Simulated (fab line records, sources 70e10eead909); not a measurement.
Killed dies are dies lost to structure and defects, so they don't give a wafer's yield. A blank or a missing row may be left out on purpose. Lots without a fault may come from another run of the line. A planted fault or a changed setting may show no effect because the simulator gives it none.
Chamber matching | flow nand_harc | NHARC_P_M2_STRIP_18 on rie_diel-05: 4 sister chambers
The step strips in N2/H2. 14 wafers are shown with their chamber, then 7 later ones without.

WAFERS WITH THEIR CHAMBER
wafer  | chamber | showerhead_plenum_p_Torr (Torr) | drypump_motor_current_A (A) | oes_product_au (a.u.)
L078.1 | 3       | 2.14                            | 5.7                         | 0.998
L078.3 | 2       | 1.95                            | 6.6                         | 1.003
L078.6 | 2       | 1.95                            | 6.6                         | 1.014
L080.1 | 2       | 1.95                            | 6.7                         | 0.998
L080.4 | 0       | 1.92                            | 5.8                         | 0.987
L080.5 | 3       | 2.14                            | 5.7                         | 0.991
L086.1 | 1       | 1.92                            | 5.2                         | 0.996
L086.3 | 0       | 1.91                            | 5.9                         | 1.002
L086.5 | 1       | 1.92                            | 5.2                         | 0.989
L089.4 | 2       | 1.94                            | 6.6                         | 1.008
L089.5 | 0       | 1.91                            | 5.8                         | 1.002
L089.6 | 3       | 2.14                            | 5.7                         | 0.982
L094.2 | 3       | 2.14                            | 5.7                         | 0.982
L094.4 | 2       | 1.94                            | 6.6                         | 0.991

SIGNATURES (means of the wafers above)
reading                  | chamber 0 | chamber 1 | chamber 2 | chamber 3 | scatter within a chamber
showerhead_plenum_p_Torr | 1.9133    | 1.9200    | 1.9460    | 2.1400    | 0.00432
drypump_motor_current_A  | 5.833     | 5.200     | 6.620     | 5.700     | 0.0383
oes_product_au           | 0.99700   | 0.99250   | 1.00280   | 0.98825   | 0.00819
Rule: a wafer's distance from a chamber is the root of the sum, over the readings, of the square of ((its reading less the chamber's mean) divided by the reading's scatter). The wafer belongs to the nearest chamber; if the next one is less than 2 further off, it can't be placed. The scatter: the root of (the sum of the squares of (reading less its chamber's mean) over the shown wafers, divided by (wafers less chambers)).

WAFERS WITHOUT THEIR CHAMBER
wafer  | showerhead_plenum_p_Torr (Torr) | drypump_motor_current_A (A) | oes_product_au (a.u.)
L094.6 | 1.91                            | 5.8                         | 1.003
L095.1 | 2.13                            | 5.7                         | 0.979
L095.4 | 1.94                            | 6.7                         | 0.992
L095.6 | 1.94                            | 6.7                         | 0.992
L096.3 | 1.94                            | 6.6                         | 0.997
L096.4 | 1.91                            | 5.9                         | 1.004
L096.5 | 2.13                            | 5.7                         | 0.986

WHICH CHAMBER EACH WENT THROUGH
wafer  | from the rows above | in truth
L094.6 | 0                   | 0
L095.1 | 3                   | 3
L095.4 | 2                   | 2
L095.6 | 2                   | 2
L096.3 | 2                   | 2
L096.4 | 0                   | 0
L096.5 | 3                   | 3
Placed correctly: 7 of 7. Can't be placed from these rows: 0. Placed wrongly: 0.
